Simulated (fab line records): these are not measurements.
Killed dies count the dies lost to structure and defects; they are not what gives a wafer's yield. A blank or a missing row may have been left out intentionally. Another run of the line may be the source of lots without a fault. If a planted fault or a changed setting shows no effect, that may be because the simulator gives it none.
Matching of chambers	flow nand harc	rie diel-08 running NHARC_P_GATE_DESCUM_31: 4 sister chambers
The step chemistry O2, time 3 s. 8 wafers are shown with their chamber, then 9 later ones without.

## WAFERS, EACH WITH ITS CHAMBER
wafer	chamber	showerhead plenum p Torr (Torr)	drypump motor current A (A)
L077.5	1	1.81	6.5
L083.5	1	1.81	6.5
L086.6	3	1.90	6.0
L093.3	2	1.78	6.0
L093.6	2	1.78	6.1
L092.1	0	1.80	5.8
L092.2	3	1.89	6.0
L092.6	0	1.80	5.9

## WAFERS WITH NO CHAMBER GIVEN
wafer	showerhead plenum p Torr (Torr)	drypump motor current A (A)
L094.1	1.80	6.5
L094.3	1.80	5.8
L094.6	1.80	5.8
L097.1	1.89	6.0
L097.2	1.77	6.0
L097.3	1.80	6.5
L097.4	1.80	5.8
L097.5	1.80	5.9
L097.6	1.89	6.0

## CHAMBER TAKEN BY EACH
wafer	from the rows above	in truth
L094.1	1	1
L094.3	0	0
L094.6	0	0
L097.1	3	3
L097.2	2	2
L097.3	1	1
L097.4	0	0
L097.5	0	0
L097.6	3	3
Correctly placed: 9 of 9. Left unplaced by these rows: 0. 0 placed wrongly.
How it was worked out, from the rows above alone: a wafer's distance from a chamber is the root of the sum, over the readings, of the square of ((its reading less the chamber's mean) divided by the reading's scatter). The wafer belongs to the nearest chamber; if the next one is less than 2 further off, it can't be placed. The mean given for a chamber averages the wafers shown for that chamber. How the scatter is found: for the shown wafers, subtract from each reading the mean of its chamber, square and add these, divide the total by (wafers less chambers), then take the root.
